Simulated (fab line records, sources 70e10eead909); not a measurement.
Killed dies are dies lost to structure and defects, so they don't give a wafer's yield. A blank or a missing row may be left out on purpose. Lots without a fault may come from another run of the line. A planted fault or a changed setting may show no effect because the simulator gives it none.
Which tool did it? | flow nand_harc | 24 lots, 72 wafers sampled, at 6 steps of a route of 1302

WHAT THE GAUGES READ, wafer by wafer
The record holds no reading of a measuring or inspecting step that can be judged against a usual standard deviation.

WHICH TOOL RAN EACH LOT (tool, then ch and the chambers of the sampled wafers, then the start)
lot  | NHARC_A_STAIRCASE_ETCH_452                    | NHARC_A_STAIRCASE_DEP_417       | NHARC_A_STAIRCASE_DEP_325       | NHARC_A_STAIRCASE_DEP_471       | NHARC_A_SGD_CUT_DESCUM_14          | NHARC_A_WL_FILL_RTA_01
L074 | rie_diel-07 ch 0,1,2, day 17 10:40 or earlier | pecvd-04 ch 0,1,2, day 17 10:40 | pecvd-02 ch 1,2, day 18 15:59   | pecvd-02 ch 0,1,2, day 19 07:04 | rie_diel-08 ch 0,3, day 19 08:39   | rtp_anneal-02 ch 0, day 20 16:23
L075 | rie_diel-10 ch 0,2,3, day 17 18:32 or earlier | pecvd-04 ch 0,2, day 17 18:32   | pecvd-02 ch 0,1,2, day 19 02:44 | pecvd-01 ch 0,1, day 19 17:07   | rie_diel-08 ch 2,3, day 19 18:43   | rtp_anneal-01 ch 0, day 21 05:53
L077 | rie_diel-04 ch 1,3, day 18 07:07 or earlier   | pecvd-01 ch 1,2, day 18 07:07   | pecvd-02 ch 1,2, day 19 16:09   | pecvd-02 ch 0,1,2, day 20 07:59 | rie_diel-12 ch 0,1, day 20 09:34   | rtp_anneal-01 ch 0, day 21 11:08
L076 | rie_diel-07 ch 0,1,3, day 18 07:53 or earlier | pecvd-04 ch 0,1, day 18 07:53   | pecvd-04 ch 0,1,2, day 19 16:08 | pecvd-01 ch 1,2, day 20 10:52   | rie_diel-09 ch 1,2,3, day 20 12:28 | rtp_anneal-02 ch 0, day 21 16:50
L078 | rie_diel-07 ch 0,1, day 18 15:43 or earlier   | pecvd-01 ch 0,1,2, day 18 15:43 | pecvd-01 ch 0,1,2, day 19 20:16 | pecvd-01 ch 1,2, day 20 08:01   | rie_diel-09 ch 0,2,3, day 20 09:43 | rtp_anneal-02 ch 0, day 21 14:46
L079 | rie_diel-07 ch 0,2, day 18 18:53 or earlier   | pecvd-04 ch 0,2, day 18 18:53   | pecvd-02 ch 1,2, day 19 20:10   | pecvd-04 ch 1,2, day 20 08:17   | rie_diel-09 ch 0,1,3, day 20 09:46 | rtp_anneal-01 ch 0, day 21 10:55
L080 | rie_diel-04 ch 0,1, day 19 12:13 or earlier   | pecvd-02 ch 0,1,2, day 19 12:13 | pecvd-02 ch 0,1,2, day 20 14:46 | pecvd-01 ch 0,1,2, day 21 05:19 | rie_diel-12 ch 0,2,3, day 21 06:54 | rtp_anneal-01 ch 0, day 22 09:03
L082 | rie_diel-10 ch 0,1,2, day 19 23:29 or earlier | pecvd-01 ch 0,1,2, day 19 23:29 | pecvd-02 ch 0,1,2, day 21 04:25 | pecvd-02 ch 0,1, day 21 21:58   | rie_diel-12 ch 0,3, day 21 23:34   | rtp_anneal-02 ch 0, day 23 00:34
L081 | rie_diel-10 ch 1,2, day 20 10:03 or earlier   | pecvd-02 ch 0,1,2, day 20 10:03 | pecvd-04 ch 0,1,2, day 21 16:55 | pecvd-02 ch 0,1,2, day 22 09:11 | rie_diel-09 ch 0,1, day 22 10:38   | rtp_anneal-02 ch 0, day 23 14:06
L083 | rie_diel-04 ch 0,1,3, day 21 00:02 or earlier | pecvd-02 ch 0,1,2, day 21 00:02 | pecvd-01 ch 0,1,2, day 22 08:49 | pecvd-04 ch 1,2, day 22 23:05   | rie_diel-08 ch 0,2,3, day 23 00:32 | rtp_anneal-01 ch 0, day 24 04:01
L084 | rie_diel-10 ch 2,3, day 21 08:52 or earlier   | pecvd-04 ch 0,1,2, day 21 08:52 | pecvd-01 ch 0,1,2, day 22 13:57 | pecvd-01 ch 1,2, day 23 06:54   | rie_diel-09 ch 0,3, day 23 08:29   | rtp_anneal-02 ch 0, day 24 09:59
L085 | rie_diel-10 ch 0,2,3, day 21 17:41 or earlier | pecvd-04 ch 0,1,2, day 21 17:41 | pecvd-01 ch 1,2, day 22 22:17   | pecvd-02 ch 0,2, day 23 13:13   | rie_diel-09 ch 0,2,3, day 23 14:39 | rtp_anneal-02 ch 0, day 24 19:24
L086 | rie_diel-10 ch 0,2,3, day 21 20:20 or earlier | pecvd-04 ch 1,2, day 21 20:20   | pecvd-02 ch 0,2, day 22 22:17   | pecvd-01 ch 0,1, day 23 13:19   | rie_diel-09 ch 0,2,3, day 23 14:45 | rtp_anneal-02 ch 0, day 24 17:31
L087 | rie_diel-10 ch 0,1,3, day 22 16:53 or earlier | pecvd-02 ch 0,2, day 22 16:53   | pecvd-01 ch 0,1,2, day 23 19:04 | pecvd-04 ch 0,1,2, day 24 11:15 | rie_diel-08 ch 0,1,2, day 24 12:51 | rtp_anneal-02 ch 0, day 25 14:11
L089 | rie_diel-07 ch 0,2,3, day 23 05:33 or earlier | pecvd-04 ch 0,1,2, day 23 05:33 | pecvd-01 ch 0,1,2, day 24 09:57 | pecvd-01 ch 0,1,2, day 25 02:15 | rie_diel-08 ch 0,2,3, day 25 03:50 | rtp_anneal-02 ch 0, day 26 11:47
L088 | rie_diel-10 ch 0,3, day 23 06:49 or earlier   | pecvd-04 ch 0,2, day 23 06:49   | pecvd-04 ch 0,1,2, day 24 10:03 | pecvd-01 ch 0,1,2, day 25 02:58 | rie_diel-12 ch 0,3, day 25 04:31   | rtp_anneal-02 ch 0, day 26 07:14
L090 | rie_diel-04 ch 1,2, day 24 00:28 or earlier   | pecvd-02 ch 1,2, day 24 00:28   | pecvd-04 ch 0,1,2, day 25 06:59 | pecvd-01 ch 0,1, day 25 22:54   | rie_diel-12 ch 2,3, day 26 00:28   | rtp_anneal-01 ch 0, day 27 04:19
L092 | rie_diel-10 ch 0,1, day 24 10:21 or earlier   | pecvd-02 ch 0,1, day 24 10:21   | pecvd-01 ch 0,1, day 25 14:18   | pecvd-01 ch 0,2, day 26 06:41   | rie_diel-09 ch 0,2,3, day 26 08:17 | rtp_anneal-01 ch 0, day 27 13:31
L091 | rie_diel-07 ch 0,1,2, day 24 10:59 or earlier | pecvd-04 ch 0,1, day 24 10:59   | pecvd-04 ch 0,1,2, day 25 14:23 | pecvd-04 ch 1,2, day 26 06:20   | rie_diel-12 ch 0,2, day 26 07:49   | rtp_anneal-02 ch 0, day 27 13:53
L094 | rie_diel-07 ch 1,2,3, day 25 05:46 or earlier | pecvd-04 ch 0,1,2, day 25 05:46 | pecvd-02 ch 0,1,2, day 26 09:04 | pecvd-01 ch 0,2, day 27 01:04   | rie_diel-09 ch 0,1, day 27 02:53   | rtp_anneal-02 ch 0, day 28 04:27
L093 | rie_diel-04 ch 0,1,3, day 25 07:43 or earlier | pecvd-01 ch 0,1,2, day 25 07:43 | pecvd-01 ch 0,2, day 26 08:53   | pecvd-02 ch 0,2, day 27 01:07   | rie_diel-08 ch 1,2,3, day 27 02:41 | rtp_anneal-01 ch 0, day 28 04:27
L096 | rie_diel-10 ch 1,2,3, day 26 03:44 or earlier | pecvd-04 ch 0,1,2, day 26 03:44 | pecvd-02 ch 0,1,2, day 27 05:49 | pecvd-01 ch 0,1,2, day 28 03:41 | rie_diel-12 ch 0,1,2, day 28 05:17 | rtp_anneal-01 ch 0, day 29 06:53
L095 | rie_diel-04 ch 0,1,3, day 26 13:08 or earlier | pecvd-04 ch 0,1,2, day 26 13:08 | pecvd-02 ch 0,1,2, day 27 19:44 | pecvd-02 ch 0,1, day 28 15:44   | rie_diel-09 ch 0,1,3, day 28 17:14 | rtp_anneal-02 ch 0, day 30 05:59
L097 | rie_diel-04 ch 0,1,2, day 27 08:25 or earlier | pecvd-01 ch 0,2, day 27 08:25   | pecvd-02 ch 0,1,2, day 28 17:40 | pecvd-02 ch 0,1,2, day 29 09:07 | rie_diel-12 ch 1,3, day 29 10:43   | rtp_anneal-02 ch 0, day 30 15:06
- NHARC_A_STAIRCASE_ETCH_452: etches the open film in CF4/O2, target depth 30 nm, overetch 3 nm, time 16.5 s.
- NHARC_A_STAIRCASE_DEP_417: deposits Si3N4, target thk 60 nm.
- NHARC_A_STAIRCASE_DEP_325: deposits SiO2, target thk 7200 nm.
- NHARC_A_STAIRCASE_DEP_471: deposits SiO2, target thk 100 nm.
- NHARC_A_SGD_CUT_DESCUM_14: chemistry O2, time 3 s.
- NHARC_A_WL_FILL_RTA_01: time 5 s.

WHAT THE TOOLS THEMSELVES READ (means of the sampled wafers that have a number; where no wafer has one, the mark that the record gives instead)
NHARC_A_STAIRCASE_ETCH_452.
lot  | tool        | drypump_motor_current_A (A) | oes_product_au (a.u.) | rf_vpp_V (V) | showerhead_plenum_p_Torr (Torr) | throttle_valve_pct (%)
L074 | rie_diel-07 | 6.0                         | 1.002                 | 198.3        | 1.35                            | 13.389
L075 | rie_diel-10 | 5.9                         | 0.997                 | 196.9        | 1.30                            | 13.398
L077 | rie_diel-04 | 5.3                         | 1.003                 | 197.0        | 1.29                            | 13.403
L076 | rie_diel-07 | 6.1                         | 1.001                 | 198.8        | 1.34                            | 13.391
L078 | rie_diel-07 | 6.0                         | 0.999                 | 198.3        | 1.34                            | 13.398
L079 | rie_diel-07 | 6.1                         | 0.997                 | 198.1        | 1.35                            | 13.404
L080 | rie_diel-04 | 4.7                         | 0.989                 | 197.8        | 1.37                            | 13.401
L082 | rie_diel-10 | 5.8                         | 0.999                 | 197.5        | 1.29                            | 13.397
L081 | rie_diel-10 | 5.7                         | 1.008                 | 195.8        | 1.26                            | 13.394
L083 | rie_diel-04 | 5.2                         | 1.009                 | 197.1        | 1.34                            | 13.389
L084 | rie_diel-10 | 5.8                         | 1.005                 | 196.8        | 1.26                            | 13.407
L085 | rie_diel-10 | 5.9                         | 0.998                 | 197.3        | 1.29                            | 13.403
L086 | rie_diel-10 | 5.9                         | 0.996                 | 196.5        | 1.29                            | 13.397
L087 | rie_diel-10 | 5.6                         | 0.998                 | 196.9        | 1.30                            | 13.396
L089 | rie_diel-07 | 6.2                         | 1.003                 | 198.5        | 1.33                            | 13.401
L088 | rie_diel-10 | 6.0                         | 1.000                 | 197.8        | 1.31                            | 13.388
L090 | rie_diel-04 | 5.5                         | 0.997                 | 195.6        | 1.27                            | 13.404
L092 | rie_diel-10 | 5.9                         | 1.003                 | 198.0        | 1.31                            | 13.395
L091 | rie_diel-07 | 6.0                         | 0.997                 | 198.0        | 1.34                            | 13.403
L094 | rie_diel-07 | 5.9                         | 1.009                 | 197.5        | 1.30                            | 13.408
L093 | rie_diel-04 | 5.2                         | 1.007                 | 196.9        | 1.34                            | 13.397
L096 | rie_diel-10 | 5.5                         | 1.005                 | 196.6        | 1.27                            | 13.389
L095 | rie_diel-04 | 5.2                         | 1.006                 | 198.6        | 1.33                            | 13.405
L097 | rie_diel-04 | 5.1                         | 0.996                 | 197.8        | 1.31                            | 13.396

NHARC_A_STAIRCASE_DEP_417.
lot  | tool     | heater_power_w (W) | showerhead_vpp_V (V)
L074 | pecvd-04 | 815                | 1330
L075 | pecvd-04 | 834                | 1290
L077 | pecvd-01 | 728                | 1437
L076 | pecvd-04 | 764                | 1335
L078 | pecvd-01 | 809                | 1356
L079 | pecvd-04 | 751                | 1313
L080 | pecvd-02 | 837                | 1351
L082 | pecvd-01 | 805                | 1368
L081 | pecvd-02 | 801                | 1354
L083 | pecvd-02 | 792                | 1354
L084 | pecvd-04 | 782                | 1332
L085 | pecvd-04 | 821                | 1308
L086 | pecvd-04 | 812                | 1326
L087 | pecvd-02 | 915                | 1326
L089 | pecvd-04 | 818                | 1317
L088 | pecvd-04 | 813                | 1285
L090 | pecvd-02 | 686                | 1371
L092 | pecvd-02 | 757                | 1414
L091 | pecvd-04 | 764                | 1351
L094 | pecvd-04 | 790                | 1315
L093 | pecvd-01 | 770                | 1358
L096 | pecvd-04 | 806                | 1317
L095 | pecvd-04 | 782                | 1317
L097 | pecvd-01 | 764                | 1275

NHARC_A_STAIRCASE_DEP_325.
lot  | tool     | heater_power_w (W)
L074 | pecvd-02 | 693
L075 | pecvd-02 | 690
L077 | pecvd-02 | 659
L076 | pecvd-04 | 745
L078 | pecvd-01 | 720
L079 | pecvd-02 | 680
L080 | pecvd-02 | 666
L082 | pecvd-02 | 711
L081 | pecvd-04 | 721
L083 | pecvd-01 | 700
L084 | pecvd-01 | 662
L085 | pecvd-01 | 640
L086 | pecvd-02 | 685
L087 | pecvd-01 | 699
L089 | pecvd-01 | 693
L088 | pecvd-04 | 737
L090 | pecvd-04 | 704
L092 | pecvd-01 | 763
L091 | pecvd-04 | 737
L094 | pecvd-02 | 682
L093 | pecvd-01 | 727
L096 | pecvd-02 | 816
L095 | pecvd-02 | 766
L097 | pecvd-02 | 711

NHARC_A_STAIRCASE_DEP_471.
lot  | tool     | heater_power_w (W) | showerhead_vpp_V (V) | throttle_valve_pct (%)
L074 | pecvd-02 | 601                | 1914                 | 16.2
L075 | pecvd-01 | 656                | 1916                 | 15.3
L077 | pecvd-02 | 612                | 1911                 | 16.3
L076 | pecvd-01 | 579                | 2053                 | 16.7
L078 | pecvd-01 | 577                | 2063                 | 15.9
L079 | pecvd-04 | 608                | 1877                 | 16.2
L080 | pecvd-01 | 622                | 1916                 | 16.2
L082 | pecvd-02 | 652                | 2008                 | 16.1
L081 | pecvd-02 | 647                | 1915                 | 16.1
L083 | pecvd-04 | 704                | 1843                 | 16.5
L084 | pecvd-01 | 489                | 2022                 | 16.5
L085 | pecvd-02 | 695                | 1916                 | 16.5
L086 | pecvd-01 | 711                | 1782                 | 15.7
L087 | pecvd-04 | 619                | 1877                 | 15.8
L089 | pecvd-01 | 617                | 1917                 | 16.0
L088 | pecvd-01 | 564                | 1921                 | 16.1
L090 | pecvd-01 | 634                | 1902                 | 15.6
L092 | pecvd-01 | 574                | 1906                 | 16.7
L091 | pecvd-04 | 688                | 1878                 | 16.5
L094 | pecvd-01 | 571                | 1922                 | 16.8
L093 | pecvd-02 | 663                | 1826                 | 16.4
L096 | pecvd-01 | 638                | 1912                 | 16.2
L095 | pecvd-02 | 666                | 2013                 | 15.9
L097 | pecvd-02 | 636                | 1913                 | 16.1

NHARC_A_SGD_CUT_DESCUM_14.
lot  | tool        | drypump_motor_current_A (A) | oes_product_au (a.u.) | rf_vpp_V (V) | showerhead_plenum_p_Torr (Torr) | throttle_valve_pct (%)
L074 | rie_diel-08 | 5.9                         | 1.008                 | 58.9         | 1.96                            | 11.315
L075 | rie_diel-08 | 6.0                         | 1.009                 | 57.5         | 1.99                            | 11.309
L077 | rie_diel-12 | 6.2                         | 0.998                 | 56.8         | 1.87                            | 11.310
L076 | rie_diel-09 | 5.9                         | 1.000                 | 59.5         | 1.95                            | 11.307
L078 | rie_diel-09 | 5.8                         | 0.999                 | 58.6         | 1.94                            | 11.314
L079 | rie_diel-09 | 5.9                         | 1.002                 | 56.5         | 1.88                            | 11.323
L080 | rie_diel-12 | 5.4                         | 0.995                 | 56.6         | 1.82                            | 11.311
L082 | rie_diel-12 | 5.7                         | 1.008                 | 57.0         | 1.83                            | 11.305
L081 | rie_diel-09 | 5.8                         | 1.008                 | 57.5         | 1.80                            | 11.320
L083 | rie_diel-08 | 5.9                         | 1.001                 | 58.1         | 1.90                            | 11.313
L084 | rie_diel-09 | 5.8                         | 1.021                 | 58.0         | 1.87                            | 11.303
L085 | rie_diel-09 | 5.8                         | 1.012                 | 57.4         | 1.94                            | 11.307
L086 | rie_diel-09 | 5.8                         | 0.999                 | 57.6         | 1.94                            | 11.314
L087 | rie_diel-08 | 6.2                         | 1.000                 | 57.4         | 1.86                            | 11.317
L089 | rie_diel-08 | 5.9                         | 1.010                 | 57.6         | 1.90                            | 11.310
L088 | rie_diel-12 | 5.7                         | 0.998                 | 57.7         | 1.82                            | 11.305
L090 | rie_diel-12 | 5.2                         | 0.993                 | 57.6         | 1.81                            | 11.316
L092 | rie_diel-09 | 5.8                         | 1.008                 | 58.6         | 1.94                            | 11.309
L091 | rie_diel-12 | 5.7                         | 0.998                 | 57.3         | 1.84                            | 11.313
L094 | rie_diel-09 | 5.7                         | 1.002                 | 56.9         | 1.79                            | 11.317
L093 | rie_diel-08 | 6.2                         | 1.009                 | 58.4         | 1.95                            | 11.307
L096 | rie_diel-12 | 5.9                         | 0.996                 | 56.7         | 1.86                            | 11.317
L095 | rie_diel-09 | 5.9                         | 0.998                 | 57.2         | 1.88                            | 11.317
L097 | rie_diel-12 | 5.6                         | 0.998                 | 56.6         | 1.81                            | 11.300

NHARC_A_WL_FILL_RTA_01.
lot  | tool          | anneal_temp_c_max | lamp_power_pct (%) | lamp_zone_5_pct (%) | lamp_zone_7_pct (%) | wafer_temp_C_max
L074 | rtp_anneal-02 | 1003.2            | 29.4               | 29.4                | 29.9                | 1007.8
L075 | rtp_anneal-01 | 1004.5            | 26.7               | 26.7                | 27.1                | 1005.5
L077 | rtp_anneal-01 | 1004.5            | 26.7               | 26.7                | 27.1                | 1006.9
L076 | rtp_anneal-02 | 1002.8            | 29.4               | 29.4                | 29.9                | 1004.6
L078 | rtp_anneal-02 | 1002.6            | 29.4               | 29.4                | 29.8                | 1008.4
L079 | rtp_anneal-01 | 1006.2            | 26.7               | 26.7                | 27.1                | 1004.3
L080 | rtp_anneal-01 | 1005.0            | 26.7               | 26.7                | 27.1                | 1004.6
L082 | rtp_anneal-02 | 1001.8            | 29.4               | 29.4                | 29.9                | 1006.9
L081 | rtp_anneal-02 | 1001.9            | 29.4               | 29.4                | 29.9                | 1006.0
L083 | rtp_anneal-01 | 1004.4            | 26.7               | 26.7                | 27.1                | 1006.3
L084 | rtp_anneal-02 | 1002.1            | 29.4               | 29.4                | 29.9                | 1006.5
L085 | rtp_anneal-02 | 1002.2            | 29.4               | 29.4                | 29.9                | 1005.6
L086 | rtp_anneal-02 | 1003.0            | 29.4               | 29.4                | 29.9                | 1005.2
L087 | rtp_anneal-02 | 1002.6            | 29.4               | 29.4                | 29.9                | 1006.1
L089 | rtp_anneal-02 | 1002.8            | 29.4               | 29.4                | 29.9                | 1005.6
L088 | rtp_anneal-02 | 1002.1            | 29.4               | 29.4                | 29.9                | 1006.8
L090 | rtp_anneal-01 | 1004.9            | 26.7               | 26.7                | 27.1                | 1004.9
L092 | rtp_anneal-01 | 1006.3            | 26.7               | 26.7                | 27.1                | 1005.5
L091 | rtp_anneal-02 | 1003.4            | 29.4               | 29.4                | 29.9                | 1005.0
L094 | rtp_anneal-02 | 1002.4            | 29.4               | 29.4                | 29.9                | 1005.6
L093 | rtp_anneal-01 | 1005.7            | 26.6               | 26.7                | 27.1                | 1005.3
L096 | rtp_anneal-01 | 1004.7            | 26.7               | 26.7                | 27.1                | 1005.5
L095 | rtp_anneal-02 | 1002.1            | 29.4               | 29.4                | 29.9                | 1005.6
L097 | rtp_anneal-02 | 1002.2            | 29.4               | 29.4                | 29.9                | 1005.1

THE ANSWER, worked out from the rows above alone
Rule: what is usual is taken from the lots themselves. Put in order of their means at a reading, lots are off if they are a third of the lots or fewer, leave a main group of 4 or more, and stand apart from it by a gap of 3 or more times the standard deviation of the main group's means; of several such gaps the widest counts. A main group whose means are all the same, to the digits that the tables above print for the reading, isn't used. A lot without any number at a reading at which 4 lots or more have one is off too. The other lots that the step has rows for count as sound. The gauges are gone through in route order, then the tools' own readings, and for those a lot's mean is taken as printed above. The first step at which some lot is off is used, and at that step the reading that is off furthest; a lot without a number counts as furthest.
No lot is off at any reading shown: from this, nothing can be told.

WHAT THE SIMULATOR HAD PUT IN
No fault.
